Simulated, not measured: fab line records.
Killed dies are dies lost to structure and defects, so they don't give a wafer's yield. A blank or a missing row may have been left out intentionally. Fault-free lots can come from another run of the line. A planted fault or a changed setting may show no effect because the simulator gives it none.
Which tool was responsible? :: flow nand-harc :: 11 lots with 33 wafers sampled at 4 steps, on a route of 1159 steps

## WHAT EACH GAUGE READ, for each wafer
NHARC_A_BLC_INSPECT_28.
lot: L401
measured: day 17 06:52
on: defect-inspect-01
raw-defect-count: 640 610 684

lot: L402
measured: day 17 16:59
on: defect-inspect-02
raw-defect-count: 305 395 357

lot: L403
measured: day 17 17:26
on: defect-inspect-01
raw-defect-count: 640 595 753

lot: L404
measured: day 18 03:30
on: defect-inspect-01
raw-defect-count: 659 401 405

lot: L411
measured: day 19 17:05
on: defect-inspect-02
raw-defect-count: 6652 6900 6700 6649 6903 6706

lot: L410
measured: day 19 17:31
on: defect-inspect-01
raw-defect-count: 6851 6622 6500 6881 6667 6485

lot: L416
measured: day 21 13:05
on: defect-inspect-02
raw-defect-count: 386 449 319

lot: L418
measured: day 21 20:24
on: defect-inspect-01
raw-defect-count: 692 717 523

lot: L419
measured: day 21 21:23
on: defect-inspect-01
raw-defect-count: 444 448 324

lot: L417
measured: day 21 20:50
on: defect-inspect-01
raw-defect-count: 478 306 432

lot: L422
measured: day 22 11:25
on: defect-inspect-02
raw-defect-count: 597 338 424

## WHICH TOOL RAN EACH LOT (tool, then ch and the chambers of the sampled wafers, then the start)
lot: L401
NHARC_A_CONTACT_CMP_20: cmp-02 ch 0,2,3, day 17 00:54
NHARC_A_BLC_STRIP_21: rie-diel-06 ch 1,2,3, day 17 03:03
NHARC_A_BLC_CMP_25: cmp-03 ch 1,2,3, day 17 06:29

lot: L402
NHARC_A_CONTACT_CMP_20: cmp-04 ch 0,2,3, day 17 07:17
NHARC_A_BLC_STRIP_21: rie-diel-02 ch 0,1,2, day 17 09:30
NHARC_A_BLC_CMP_25: cmp-02 ch 0,1,2, day 17 16:37

lot: L403
NHARC_A_CONTACT_CMP_20: cmp-01 ch 1,2,3, day 17 11:59
NHARC_A_BLC_STRIP_21: rie-diel-04 ch 0,3, day 17 14:11
NHARC_A_BLC_CMP_25: cmp-02 ch 0,1,3, day 17 17:04

lot: L404
NHARC_A_CONTACT_CMP_20: cmp-04 ch 0,1, day 17 23:34
NHARC_A_BLC_STRIP_21: rie-diel-02 ch 0,2, day 18 01:41
NHARC_A_BLC_CMP_25: cmp-03 ch 0,2, day 18 03:07

lot: L411
NHARC_A_CONTACT_CMP_20: cmp-04 ch 1,3, day 19 11:47
NHARC_A_BLC_STRIP_21: rie-diel-06 ch 0,1, day 19 15:16
NHARC_A_BLC_CMP_25: cmp-03 ch 0,1,2, day 19 16:41

lot: L410
NHARC_A_CONTACT_CMP_20: cmp-01 ch 2,3, day 19 13:17
NHARC_A_BLC_STRIP_21: rie-diel-04 ch 1,2,3, day 19 15:37
NHARC_A_BLC_CMP_25: cmp-02 ch 0,2,3, day 19 17:10

lot: L416
NHARC_A_CONTACT_CMP_20: cmp-02 ch 2,3, day 20 21:43
NHARC_A_BLC_STRIP_21: rie-diel-06 ch 0,3, day 21 00:11
NHARC_A_BLC_CMP_25: cmp-03 ch 0,1,2, day 21 12:44

lot: L418
NHARC_A_CONTACT_CMP_20: cmp-02 ch 0,2,3, day 21 12:18
NHARC_A_BLC_STRIP_21: rie-diel-02 ch 0,2, day 21 14:45
NHARC_A_BLC_CMP_25: cmp-03 ch 0,1, day 21 20:02

lot: L419
NHARC_A_CONTACT_CMP_20: cmp-01 ch 0,1,3, day 21 14:02
NHARC_A_BLC_STRIP_21: rie-diel-04 ch 0,2,3, day 21 16:49
NHARC_A_BLC_CMP_25: cmp-03 ch 1,2,3, day 21 21:01

lot: L417
NHARC_A_CONTACT_CMP_20: cmp-02 ch 2,3, day 21 14:18
NHARC_A_BLC_STRIP_21: rie-diel-02 ch 1,3, day 21 16:43
NHARC_A_BLC_CMP_25: cmp-03 ch 1,2, day 21 20:26

lot: L422
NHARC_A_CONTACT_CMP_20: cmp-01 ch 1,2,3, day 22 06:52
NHARC_A_BLC_STRIP_21: rie-diel-06 ch 0,1, day 22 09:08
NHARC_A_BLC_CMP_25: cmp-04 ch 0,3, day 22 11:01
- NHARC_A_CONTACT_CMP_20: polishes, t overpolish 30 s, target thk 300 nm.
- NHARC_A_BLC_STRIP_21: strips in O2.
- NHARC_A_BLC_CMP_25: polishes, t overpolish 30 s, target thk 150 nm.

## THE ANSWER, worked out from the rows above alone
Rule: usual is defined by the lots themselves. Put in order of their means at a reading, lots are off if they are a third of the lots or fewer, leave a main group of 4 or more, and stand apart from it by a gap of 3 or more times the standard deviation of the main group's means; of several such gaps the widest counts. A main group is skipped when, at the precision printed for the reading in the tables above, its means are all equal. Also off: a lot with no number at a reading for which 4 or more lots have one. All remaining lots with rows at the step are treated as sound.
Off: L411, L410, at NHARC_A_BLC_INSPECT_28 (raw-defect-count). The main group has a mean of 493 with a standard deviation of 1.2e+02.
If a tool, at a process step before that reading, ran all the lots that are off and no sound lot after the first of them, it fits. The gauges at NHARC_A_BLC_INSPECT_28 are tried like those tools. Not one of the candidates tried fits.

## WHAT THE SIMULATOR HAD PUT IN
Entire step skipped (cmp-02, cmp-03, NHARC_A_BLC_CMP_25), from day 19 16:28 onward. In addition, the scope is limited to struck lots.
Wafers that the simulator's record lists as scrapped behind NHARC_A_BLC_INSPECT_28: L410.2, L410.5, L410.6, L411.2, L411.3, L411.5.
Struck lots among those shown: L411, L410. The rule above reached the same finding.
